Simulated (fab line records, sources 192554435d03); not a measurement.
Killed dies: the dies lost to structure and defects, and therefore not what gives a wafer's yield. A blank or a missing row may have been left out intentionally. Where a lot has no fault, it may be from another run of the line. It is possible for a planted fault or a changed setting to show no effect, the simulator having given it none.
fab line records    flow n5Finfet
record: lots: 15  wafers: 45  lastDay: 17
route steps=1938 shown BEOL_M7@1280
lots with no fault: from the same line, run without faults
startH: hours from the record's opening day to when the first of the lot's shown wafers began    waitH: time in hours since the lot's previous step    " same as the row above    L1.1+2: several wafers, shown together as one row    - either no value or no given start    * or withheld: withheld    < > ~ a bound
route shown NAME@n: a module of which the file shows steps, and the number in the route of the first    usual: mean and standard deviation over wafers with no fault    same: alike in all rows    chamber/n: place in a boat    sites: the reading at each site    _std_site: how widely they spread, as a standard deviation    _edge_site: mean of outer sites minus mean of inner sites    radiusMm: for every site, how far away it sits from the centre of the wafer    mask NAME#n: copy n    behind: the tool/chamber that last shaped the wafer    hold: why the lot went on hold/how many hours it stayed there/how the hold came to an end    device: transistor that didn't switch, given as n, p or np    end of line: tests of these same wafers at the route's end    a step with no rows: only its recipe    killed: dies lost to structure and defects at the first sort, not the wafer's yield    map: per-die view of a wafer (x killed, . not killed, _ where there is no die)
set.NAME: the setting the step ran with; set.NAME@STEP: the setting that earlier step ran with    model.NAME: the simulator's own value behind a step, which no gauge read
a sample of lots followed through the steps of the route, with each step as a table and each wafer as a row
services: when a tool's chamber went out of use (startH, in hours from the record's first day, below 0 if earlier), for how many hours, and the reason
== steps ==
step: N5_BEOL_M7_ETCH_61
recipe: chemistry: CF4  target: SiARC  targetDepthA: 455  maskMaterial: CAR-ArF  timeS: 75.8  ionEnergyEv: 80  pressureMtorr: 40  sourceW: 545  biasW: 36  Ar_flow_sccm: 100  cf4FlowSccm: 100  ends: cleared
usual: cf4FlowSccm: 100.04/0.3  chamberPressureMTorr: 40.00/0.037  drypumpMotorCurrentA: 5.8/0.52  etchRfOnTimeS: 74.7/2.9  oesProductAu: 0.69/0.075  rfVppV: 183.8/1.1  showerheadPlenumPTorr: 2.12/0.055  throttleValvePct: 15.54/0.24
lot.wafer  tool        chamber  startH  waitH  cf4FlowSccm  chamberPressureMTorr  drypumpMotorCurrentA  etchRfOnTimeS  oesProductAu  rfHoursCounterH  rfVppV  showerheadPlenumPTorr  throttleValvePct
L709.1     rieDiel-03  1        188.77  0.0    100.29       40.00                 4.7                   72.9           0.78          32               183.1   2.11                   15.73
L709.3     "           0        "       "      99.72        40.02                 6.5                   73.9           0.59          242              184.2   2.14                   15.95
L709.6     "           3        "       "      100.02       39.97                 6.4                   69.4           0.81          -                184.6   2.10                   15.13
L710.1     rieDiel-03  1        206.53  0.0    100.43       40.01                 4.7                   73.8           0.77          36               184.3   2.11                   15.73
L710.4     "           2        "       "      99.98        40.05                 5.2                   74.7           0.62          207              183.0   2.13                   15.81
L710.5     "           0        "       "      99.96        40.04                 6.5                   75.9           0.58          -                183.3   2.14                   15.97
L711.4     rieDiel-05  1        213.64  0.0    99.50        40.02                 5.4                   77.8           0.69          64               184.7   2.17                   15.34
L711.5     "           2        "       "      100.03       40.02                 5.7                   77.0           0.73          -                185.2   2.15                   15.07
L711.6     "           3        "       "      99.87        39.97                 5.5                   70.8           0.82          -                185.9   2.19                   15.49
L713.1     rieDiel-01  1        215.12  0.0    100.23       39.99                 5.7                   75.8           0.58          243              182.6   2.03                   15.76
L713.5     "           1        "       "      100.11       39.93                 5.7                   76.2           0.57          -                183.9   2.03                   15.76
L713.6     "           2        "       "      99.63        39.98                 5.7                   74.6           0.73          -                183.2   2.08                   15.40
L715.3     rieDiel-05  3        235.45  0.0    99.23        39.91                 5.5                   69.9           0.81          27               183.6   2.19                   15.50
L715.4     "           0        "       "      100.23       40.03                 6.4                   74.1           0.66          119              181.8   2.07                   15.74
L715.5     "           2        "       "      100.62       39.99                 5.7                   76.4           0.72          -                183.9   2.15                   15.11
L717.3     rieDiel-01  0        236.17  0.0    100.45       39.95                 6.0                   76.9           0.62          172              183.4   2.13                   15.72
L717.5     "           2        "       "      100.22       40.03                 5.7                   74.9           0.73          -                183.6   2.08                   15.39
L717.6     "           3        "       "      100.11       39.99                 6.3                   77.8           0.63          -                183.9   2.06                   15.60
L718.2     rieDiel-01  0        241.98  0.0    99.89        39.98                 6.0                   76.8           0.62          175              185.7   2.13                   15.73
L718.3     "           3        "       "      99.75        39.99                 6.3                   77.3           0.63          146              181.6   2.06                   15.62
L718.5     "           3        "       "      100.11       40.01                 6.3                   77.8           0.63          -                183.9   2.06                   15.60
L723.4     rieDiel-05  3        264.73  0.0    100.18       39.98                 5.5                   70.0           0.79          37               184.3   2.19                   15.54
L723.5     "           2        "       "      99.89        39.98                 5.8                   77.4           0.71          -                184.3   2.14                   15.14
L723.6     "           3        "       "      100.13       40.06                 5.5                   69.8           0.80          -                184.4   2.19                   15.52
L722.1     rieDiel-03  3        287.80  0.0    99.54        40.01                 6.4                   71.0           0.75          56               183.9   2.09                   15.20
L722.5     "           3        "       "      99.44        40.01                 6.4                   70.0           0.76          -                182.4   2.09                   15.19
L722.6     "           0        "       "      100.29       40.00                 6.6                   74.4           0.79          -                184.0   2.13                   15.50
L725.4     rieDiel-05  2        295.28  0.0    100.20       39.97                 5.6                   77.2           0.70          82               183.6   2.14                   15.13
L725.5     "           0        "       "      99.97        40.06                 6.4                   73.1           0.65          -                183.1   2.06                   15.76
L725.6     "           3        "       "      99.31        39.99                 5.5                   69.7           0.79          -                185.3   2.18                   15.55
L727.1     rieDiel-01  2        297.92  0.0    99.64        40.02                 5.6                   74.6           0.70          76               182.8   2.07                   15.45
L727.2     "           0        "       "      99.76        40.00                 6.0                   77.4           0.61          194              183.8   2.12                   15.77
L727.3     "           3        "       "      99.47        39.98                 6.3                   77.3           0.62          159              182.9   2.06                   15.62
L728.2     rieDiel-01  2        298.17  0.0    99.92        39.95                 5.6                   76.5           0.69          76               183.6   2.07                   15.44
L728.4     "           0        "       "      99.91        39.90                 6.0                   78.6           0.61          194              184.1   2.12                   15.78
L728.5     "           2        "       "      100.02       40.02                 5.6                   76.5           0.70          -                184.8   2.07                   15.45
L729.1     rieDiel-01  0        319.99  0.0    100.13       39.92                 6.0                   78.3           0.60          201              183.5   2.12                   15.77
L729.4     "           3        "       "      99.99        40.06                 6.3                   78.9           0.61          165              182.0   2.06                   15.63
L729.5     "           3        "       "      100.12       39.96                 6.3                   78.5           0.62          -                182.7   2.06                   15.65
L730.2     rieDiel-03  3        324.28  0.0    100.23       39.99                 6.4                   69.0           0.75          67               182.0   2.09                   15.23
L730.5     "           3        "       "      100.39       39.95                 6.4                   68.7           0.75          -                183.9   2.09                   15.21
L730.6     "           2        "       "      100.26       40.05                 5.2                   74.3           0.60          -                185.2   2.12                   15.88
L732.3     rieDiel-01  1        324.83  0.0    99.71        39.99                 5.7                   73.7           0.78          22               186.8   2.27                   15.31
L732.4     "           0        "       "      100.06       39.97                 6.0                   78.7           0.59          203              184.3   2.12                   15.80
L732.5     "           0        "       "      99.86        39.95                 6.0                   78.1           0.60          -                184.2   2.12                   15.78
step: N5_BEOL_M7_PEB_26
recipe: pebTempC: 100  pebTimeS: 60  resist: CAR-EUV
usual: chillPlateTempC: 23.01/0.1  exhaustPa: 45.0/0.85
lot.wafer  tool           chamber  startH  waitH  chillPlateTempC  exhaustPa
L709.1     lithoTrack-01  0        190.46  0.1    22.97            43.5
L709.3     "              0        "       "      22.79            46.4
L709.6     "              0        "       "      23.04            45.8
L710.1     lithoTrack-03  0        208.61  0.1    22.99            43.0
L710.4     "              0        "       "      22.98            44.1
L710.5     "              0        "       "      23.05            44.4
L711.4     lithoTrack-03  0        214.34  0.0    23.06            45.1
L711.5     "              0        "       "      23.06            44.8
L711.6     "              0        "       "      22.97            45.0
L713.1     lithoTrack-01  0        215.79  0.1    22.96            43.5
L713.5     "              0        "       "      23.03            44.1
L713.6     "              0        "       "      23.01            44.8
L715.3     lithoTrack-05  -        236.30  0.0    -                -
L715.4     "              -        "       "      -                -
L715.5     "              -        "       "      -                -
L717.3     lithoTrack-05  -        236.85  0.0    -                -
L717.5     "              -        "       "      -                -
L717.6     "              -        "       "      -                -
L718.2     lithoTrack-01  -        244.72  0.1    -                -
L718.3     "              -        "       "      -                -
L718.5     "              -        "       "      -                -
L723.4     lithoTrack-01  0        265.75  0.0    23.02            45.9
L723.5     "              0        "       "      22.93            44.7
L723.6     "              0        "       "      23.01            45.5
L722.1     lithoTrack-01  0        288.89  0.1    23.10            44.3
L722.5     "              0        "       "      23.06            45.7
L722.6     "              0        "       "      23.15            44.5
L725.4     lithoTrack-05  0        296.63  0.0    22.97            45.6
L725.5     "              0        "       "      23.11            43.8
L725.6     "              0        "       "      23.10            45.2
L727.1     lithoTrack-05  0        299.68  0.1    22.85            44.4
L727.2     "              0        "       "      23.10            44.7
L727.3     "              0        "       "      23.00            46.1
L728.2     lithoTrack-05  0        299.81  0.1    22.99            44.2
L728.4     "              0        "       "      22.92            46.9
L728.5     "              0        "       "      22.93            46.8
L729.1     lithoTrack-05  0        323.01  0.1    22.90            45.2
L729.4     "              0        "       "      22.94            45.2
L729.5     "              0        "       "      23.01            45.1
L732.3     lithoTrack-01  0        326.76  0.0    23.06            45.0
L732.4     "              0        "       "      23.17            45.1
L732.5     "              0        "       "      23.15            45.5
L730.2     lithoTrack-05  0        326.87  0.1    22.84            44.7
L730.5     "              0        "       "      22.72            43.9
L730.6     "              0        "       "      22.95            44.2
step: N5_BEOL_M7_ETCH_72
recipe: chemistry: N2/H2  target: underlayer  targetDepthA: 65  maskMaterial: CAR-EUV  timeS: 5.2  ionEnergyEv: 200  pressureMtorr: 30  sourceW: 840  biasW: 150  n2FlowSccm: 200  h2FlowSccm: 200  ends: cleared
usual: chamberPressureMTorr: 30.00/0.047  drypumpMotorCurrentA: 5.8/0.46  etchRfOnTimeS: 5.13/0.21  oesProductAu: 0.70/0.072  rfVppV: 523.4/2.5  showerheadPlenumPTorr: 2.53/0.076  throttleValvePct: 17.77/0.23
lot.wafer  tool        chamber  startH  waitH  chamberPressureMTorr  drypumpMotorCurrentA  etchRfOnTimeS  oesProductAu  rfHoursCounterH  rfVppV  showerheadPlenumPTorr  throttleValvePct
L709.1     rieDiel-05  0        190.95  0.0    29.98                 6.4                   5.07           0.66          104              523.9   2.47                   18.11
L709.3     "           2        "       "      30.02                 5.7                   5.20           0.74          49               526.3   2.58                   17.48
L709.6     "           2        "       "      30.03                 5.7                   5.15           0.74          -                524.0   2.58                   17.48
L710.1     rieDiel-05  2        208.84  0.0    30.02                 5.7                   5.18           0.74          54               521.1   2.58                   17.53
L710.4     "           3        "       "      30.02                 5.5                   4.82           0.82          19               524.6   2.63                   17.96
L710.5     "           2        "       "      30.00                 5.8                   5.17           0.73          -                525.4   2.58                   17.48
L711.4     rieDiel-03  2        214.56  0.0    30.05                 5.2                   4.97           0.62          210              524.6   2.51                   18.11
L711.5     "           1        "       "      29.99                 4.7                   5.07           0.76          -                519.9   2.50                   18.03
L711.6     "           0        "       "      30.02                 6.5                   5.19           0.58          -                523.9   2.49                   17.89
L713.1     rieDiel-01  1        216.01  0.0    30.05                 5.7                   5.24           0.57          244              519.1   2.39                   17.94
L713.5     "           2        "       "      29.98                 5.6                   5.12           0.73          -                522.6   2.46                   17.58
L713.6     "           3        "       "      29.95                 6.3                   5.43           0.62          -                521.4   2.45                   17.81
L715.3     rieDiel-01  0        236.52  0.0    30.02                 6.0                   5.29           0.63          173              524.5   2.52                   17.90
L715.4     "           3        "       "      29.98                 6.3                   5.44           0.63          -                521.2   2.45                   17.82
L715.5     "           2        "       "      29.98                 5.6                   5.13           0.73          -                520.9   2.46                   17.60
L717.3     rieDiel-01  0        237.08  0.0    29.98                 6.0                   5.28           0.61          173              524.9   2.52                   17.85
L717.5     "           0        "       "      29.96                 6.0                   5.23           0.62          -                523.1   2.52                   17.88
L717.6     "           2        "       "      30.03                 5.7                   5.03           0.73          -                519.9   2.46                   17.63
L718.2     rieDiel-03  1        245.11  0.0    30.01                 4.7                   5.10           0.74          50               521.0   2.49                   18.06
L718.3     "           3        "       "      29.97                 6.4                   4.77           0.78          45               521.7   2.50                   17.66
L718.5     "           2        "       "      30.11                 5.2                   4.99           0.62          -                523.7   2.50                   18.14
L723.4     rieDiel-03  3        266.38  0.0    29.96                 6.4                   4.69           0.77          51               520.6   2.50                   17.69
L723.5     "           2        "       "      30.00                 5.2                   4.94           0.62          -                522.2   2.50                   18.14
L723.6     "           1        "       "      30.03                 4.7                   5.02           0.73          -                521.2   2.49                   18.06
L722.1     rieDiel-05  3        289.12  0.0    29.95                 5.5                   4.66           0.79          45               523.8   2.62                   17.99
L722.5     "           2        "       "      30.07                 5.7                   5.16           0.70          -                524.2   2.57                   17.56
L722.6     "           3        "       "      29.96                 5.5                   4.72           0.79          -                527.9   2.62                   18.01
L725.4     rieDiel-01  3        296.85  0.0    29.98                 6.3                   5.42           0.61          158              518.9   2.44                   17.84
L725.5     "           2        "       "      29.98                 5.7                   5.23           0.69          -                524.2   2.45                   17.63
L725.6     "           1        "       "      29.97                 5.7                   5.03           0.80          -                527.2   2.70                   17.53
L727.1     rieDiel-01  1        299.90  0.0    29.99                 5.7                   5.06           0.79          16               528.5   2.70                   17.51
L727.2     "           2        "       "      29.97                 5.6                   5.23           0.69          76               523.3   2.45                   17.65
L727.3     "           3        "       "      30.04                 6.3                   5.48           0.60          159              519.0   2.44                   17.86
L728.2     rieDiel-01  0        300.30  0.0    29.85                 6.0                   5.26           0.61          195              521.9   2.51                   17.93
L728.4     "           2        "       "      29.97                 5.7                   5.13           0.70          76               523.0   2.45                   17.63
L728.5     "           2        "       "      29.99                 5.6                   5.13           0.70          -                520.9   2.45                   17.65
L729.1     rieDiel-01  3        323.49  0.0    30.05                 6.3                   5.49           0.61          166              523.6   2.44                   17.85
L729.4     "           1        "       "      29.99                 5.7                   5.07           0.78          22               528.9   2.70                   17.52
L729.5     "           3        "       "      30.10                 6.4                   5.45           0.60          -                522.1   2.44                   17.84
L732.3     rieDiel-01  2        326.98  0.0    30.08                 5.6                   5.12           0.69          83               523.5   2.45                   17.65
L732.4     "           3        "       "      30.00                 6.3                   5.38           0.60          167              519.8   2.43                   17.86
L732.5     "           1        "       "      29.93                 5.7                   5.01           0.78          -                526.2   2.69                   17.53
L730.2     rieDiel-01  1        327.38  0.0    30.03                 5.7                   5.01           0.78          23               530.1   2.69                   17.53
L730.5     "           2        "       "      29.97                 5.6                   5.11           0.69          -                525.4   2.45                   17.66
L730.6     "           3        "       "      30.00                 6.3                   5.44           0.62          -                521.0   2.44                   17.85
step: N5_BEOL_M7_VIA_ETCH_34
recipe: chemistry: C4F6/O2  target: SiCOH_lowk  targetDepthA: 1255  maskMaterial: SOC  taperDeg: 4  timeS: 50.5  ionEnergyEv: 250  pressureMtorr: 30  sourceW: 345  biasW: 185  Ar_flow_sccm: 300  C4F6_flow_sccm: 10  O2_flow_sccm: 10
usual: chamberPressureMTorr: 30.002/0.028  drypumpMotorCurrentA: 5.8/0.46  oesProductAu: 0.81/0.083  rfVppV: 660/20  showerheadPlenumPTorr: 2.83/0.079  throttleValvePct: 20.80/0.24
lot.wafer  tool        chamber  startH  waitH  chamberPressureMTorr  drypumpMotorCurrentA  oesProductAu  rfHoursCounterH  rfVppV  showerheadPlenumPTorr  throttleValvePct
L709.1     rieDiel-05  0        191.09  0.0    29.993                6.4                   0.78          104              628     2.75                   20.99
L709.3     "           2        "       "      30.026                5.7                   0.88          49               674     2.87                   20.33
L709.6     "           2        "       "      29.998                5.7                   0.87          -                674     2.87                   20.37
L710.1     rieDiel-05  2        208.98  0.0    29.986                5.7                   0.85          54               674     2.86                   20.35
L710.4     "           3        "       "      30.010                5.5                   0.96          19               664     2.91                   20.86
L710.5     "           2        "       "      30.022                5.8                   0.86          -                676     2.86                   20.36
L711.4     rieDiel-03  2        214.70  0.0    29.986                5.2                   0.72          210              682     2.83                   21.12
L711.5     "           1        "       "      29.983                4.7                   0.90          -                656     2.78                   20.98
L711.6     "           0        "       "      30.003                6.6                   0.68          -                651     2.84                   21.29
L713.1     rieDiel-01  1        216.16  0.0    29.967                5.7                   0.66          244              654     2.69                   20.96
L713.5     "           2        "       "      29.976                5.6                   0.87          -                659     2.78                   20.76
L713.6     "           3        "       "      30.023                6.3                   0.73          -                620     2.75                   20.86
L715.3     rieDiel-01  0        236.67  0.0    30.015                6.0                   0.72          173              687     2.83                   21.00
L715.4     "           3        "       "      30.006                6.3                   0.74          -                622     2.75                   20.88
L715.5     "           2        "       "      30.014                5.7                   0.85          -                661     2.78                   20.79
L717.3     rieDiel-01  0        237.22  0.0    30.022                6.0                   0.73          173              685     2.83                   21.00
L717.5     "           0        "       "      30.040                6.0                   0.73          -                686     2.83                   20.98
L717.6     "           2        "       "      29.996                5.6                   0.85          -                660     2.78                   20.78
L718.2     rieDiel-03  1        245.25  0.0    30.015                4.7                   0.87          50               655     2.78                   20.99
L718.3     "           3        "       "      30.017                6.4                   0.88          45               658     2.76                   20.35
L718.5     "           2        "       "      30.027                5.2                   0.71          -                684     2.83                   21.14
L723.4     rieDiel-03  3        266.52  0.0    29.988                6.4                   0.89          51               658     2.76                   20.38
L723.5     "           2        "       "      30.020                5.2                   0.71          -                681     2.82                   21.16
L723.6     "           1        "       "      30.033                4.7                   0.85          -                658     2.78                   21.00
L722.1     rieDiel-05  3        289.26  0.0    29.954                5.5                   0.91          45               663     2.90                   20.90
L722.5     "           2        "       "      29.957                5.7                   0.82          -                675     2.85                   20.40
L722.6     "           3        "       "      30.022                5.5                   0.91          -                664     2.90                   20.89
L725.4     rieDiel-01  3        297.00  0.0    30.006                6.4                   0.72          158              619     2.74                   20.90
L725.5     "           2        "       "      30.004                5.6                   0.81          -                660     2.77                   20.81
L725.6     "           1        "       "      30.043                5.7                   0.94          -                666     3.02                   20.61
L727.1     rieDiel-01  1        300.05  0.0    30.021                5.7                   0.94          16               666     3.02                   20.58
L727.2     "           2        "       "      29.947                5.6                   0.82          76               660     2.77                   20.81
L727.3     "           3        "       "      30.005                6.3                   0.72          159              618     2.74                   20.88
L728.2     rieDiel-01  0        300.45  0.0    30.027                6.0                   0.70          195              685     2.82                   21.02
L728.4     "           2        "       "      30.003                5.6                   0.81          76               661     2.77                   20.81
L728.5     "           2        "       "      30.039                5.6                   0.82          -                659     2.77                   20.81
L729.1     rieDiel-01  3        323.64  0.0    30.012                6.4                   0.71          167              619     2.74                   20.90
L729.4     "           1        "       "      29.974                5.7                   0.92          22               664     3.01                   20.64
L729.5     "           3        "       "      29.977                6.3                   0.72          -                619     2.74                   20.90
L732.3     rieDiel-01  2        327.13  0.0    30.015                5.6                   0.81          83               660     2.77                   20.81
L732.4     "           3        "       "      30.012                6.3                   0.71          168              620     2.74                   20.90
L732.5     "           1        "       "      29.979                5.7                   0.91          -                665     3.01                   20.61
L730.2     rieDiel-01  1        327.53  0.0    29.993                5.7                   0.93          23               666     3.01                   20.62
L730.5     "           2        "       "      30.036                5.6                   0.81          -                659     2.77                   20.82
L730.6     "           3        "       "      30.013                6.3                   0.71          -                620     2.74                   20.90
== services ==
tool           chamber  startH  hours  kind
rieDiel-03     0        214.92  -      clean
rieDiel-03     0        214.92  -      consumableReplace:focusRing
rieDiel-03     0        214.92  18.6   scheduledDown
rieDiel-03     0        214.92  18.6   ventCycle
rieDiel-05     3        215.50  3.4    repair
rieDiel-05     1        223.62  5.1    repair
rieDiel-01     1        235.70  -      clean
rieDiel-01     1        235.70  -      consumableReplace:focusRing
rieDiel-01     1        235.70  -      consumableReplace:showerhead
rieDiel-01     1        235.70  14.6   scheduledDown
rieDiel-01     1        235.70  14.6   ventCycle
rieDiel-01     3        248.54  4.6    repair
lithoTrack-01  -        249.46  -      consumableReplace:filter
rieDiel-03     -        271.79  0.6    repair
rieDiel-05     2        312.96  1.2    repair
lithoTrack-05  -        317.83  -      consumableReplace:filter
rieDiel-05     0        325.26  13.9   repair
== key ==
firstSign: step: N5_BEOL_M7_PEB_26  reading: toolRecord  direction: missing
effect none on later readings
metAt N5_BEOL_M7_PEB_26
struckLots L715,L717,L718
laterRowsLeftOut L715.3,L715.4,L715.5,L717.3,L717.5,L717.6,L718.2,L718.3,L718.5
sortLeftOut L715.3,L715.4,L715.5,L717.3,L717.5,L717.6,L718.2,L718.3,L718.5
notActingAt N5_BEOL_M7_ETCH_61,N5_BEOL_M7_ETCH_72,N5_BEOL_M7_VIA_ETCH_34
onsetBetween 215.79 236.30
fault: kind: skippedStepWhole  tool: lithoTrack-01,lithoTrack-05  chamber: -  onsetH: 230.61  steps: N5_BEOL_M7_PEB_26  scope: struckLotsOnly
sortLeftOut: the simulated sort isn't trusted on such a fault, so these wafers' sort isn't shown, and their yield isn't known
laterRowsLeftOut: the simulator's readings of these wafers behind a module that went badly wrong aren't trusted and aren't shown, but for the sort
